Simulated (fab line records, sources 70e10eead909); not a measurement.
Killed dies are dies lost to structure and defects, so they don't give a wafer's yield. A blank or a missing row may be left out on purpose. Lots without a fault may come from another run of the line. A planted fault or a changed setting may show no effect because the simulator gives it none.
Chamber matching | flow nand_harc | NHARC_A_BLC_STRIP_21 on rie_diel-07: 4 sister chambers
The step strips in O2. 33 wafers are shown with their chamber, then 12 later ones without.

WAFERS WITH THEIR CHAMBER
wafer  | chamber | showerhead_plenum_p_Torr (Torr) | drypump_motor_current_A (A) | oes_product_au (a.u.)
L075.1 | 0       | 3.74                            | 6.2                         | 0.980
L075.4 | 3       | 3.59                            | 6.2                         | 0.998
L075.5 | 2       | 3.29                            | 5.7                         | 1.012
L076.1 | 3       | 3.59                            | 6.1                         | 0.997
L076.3 | 1       | 3.54                            | 6.4                         | 1.005
L076.4 | 0       | 3.74                            | 6.1                         | 0.980
L078.1 | 1       | 3.54                            | 6.4                         | 0.999
L078.4 | 2       | 3.29                            | 5.7                         | 1.031
L078.6 | 1       | 3.54                            | 6.4                         | 0.998
L077.2 | 1       | 3.54                            | 6.4                         | 1.004
L077.4 | 2       | 3.29                            | 5.8                         | 1.019
L077.6 | 2       | 3.29                            | 5.7                         | 1.021
L079.1 | 1       | 3.54                            | 6.4                         | 1.009
L079.2 | 3       | 3.59                            | 6.1                         | 0.997
L079.6 | 2       | 3.29                            | 5.8                         | 1.028
L082.2 | 1       | 3.54                            | 6.4                         | 1.003
L082.5 | 1       | 3.53                            | 6.4                         | 1.003
L082.6 | 2       | 3.29                            | 5.7                         | 1.012
L082.1 | 0       | 3.73                            | 6.1                         | 0.994
L082.3 | 2       | 3.29                            | 5.7                         | 1.018
L082.4 | 3       | 3.59                            | 6.2                         | 0.991
L083.2 | 1       | 3.53                            | 6.4                         | 1.010
L083.4 | 2       | 3.29                            | 5.7                         | 1.013
L083.5 | 1       | 3.53                            | 6.4                         | 1.007
L085.2 | 2       | 3.29                            | 5.8                         | 1.017
L085.3 | 1       | 3.53                            | 6.4                         | 1.002
L085.6 | 3       | 3.58                            | 6.1                         | 0.984
L087.1 | 1       | 3.53                            | 6.4                         | 1.006
L087.3 | 2       | 3.29                            | 5.7                         | 1.005
L087.4 | 0       | 3.73                            | 6.2                         | 0.990
L089.1 | 2       | 3.29                            | 5.8                         | 0.980
L089.2 | 3       | 3.58                            | 6.2                         | 0.973
L089.6 | 2       | 3.29                            | 5.7                         | 0.975

SIGNATURES (means of the wafers above)
reading                  | chamber 0 | chamber 1 | chamber 2 | chamber 3 | scatter within a chamber
showerhead_plenum_p_Torr | 3.7350    | 3.5355    | 3.2900    | 3.5867    | 0.00418
drypump_motor_current_A  | 6.150     | 6.400     | 5.733     | 6.150     | 0.0422
oes_product_au           | 0.98600   | 1.00418   | 1.01092   | 0.99000   | 0.0118
Rule: a wafer's distance from a chamber is the root of the sum, over the readings, of the square of ((its reading less the chamber's mean) divided by the reading's scatter). The wafer belongs to the nearest chamber; if the next one is less than 2 further off, it can't be placed. The scatter: the root of (the sum of the squares of (reading less its chamber's mean) over the shown wafers, divided by (wafers less chambers)).

WAFERS WITHOUT THEIR CHAMBER
wafer  | showerhead_plenum_p_Torr (Torr) | drypump_motor_current_A (A) | oes_product_au (a.u.)
L090.3 | 3.58                            | 6.2                         | 0.983
L090.4 | 3.73                            | 6.1                         | 1.002
L090.5 | 3.53                            | 6.4                         | 1.011
L091.1 | 3.29                            | 5.8                         | 0.998
L091.2 | 3.58                            | 6.1                         | 0.975
L091.6 | 3.29                            | 5.8                         | 0.986
L095.1 | 3.53                            | 6.4                         | 1.003
L095.3 | 3.73                            | 6.1                         | 0.998
L095.5 | 3.29                            | 5.7                         | 0.999
L096.1 | 3.73                            | 6.2                         | 0.994
L096.2 | 3.53                            | 6.4                         | 1.000
L096.4 | 3.58                            | 6.2                         | 0.978

WHICH CHAMBER EACH WENT THROUGH
wafer  | from the rows above | in truth
L090.3 | 3                   | 3
L090.4 | 0                   | 0
L090.5 | 1                   | 1
L091.1 | 2                   | 2
L091.2 | 3                   | 3
L091.6 | 2                   | 2
L095.1 | 1                   | 1
L095.3 | 0                   | 0
L095.5 | 2                   | 2
L096.1 | 0                   | 0
L096.2 | 1                   | 1
L096.4 | 3                   | 3
Placed correctly: 12 of 12. Can't be placed from these rows: 0. Placed wrongly: 0.
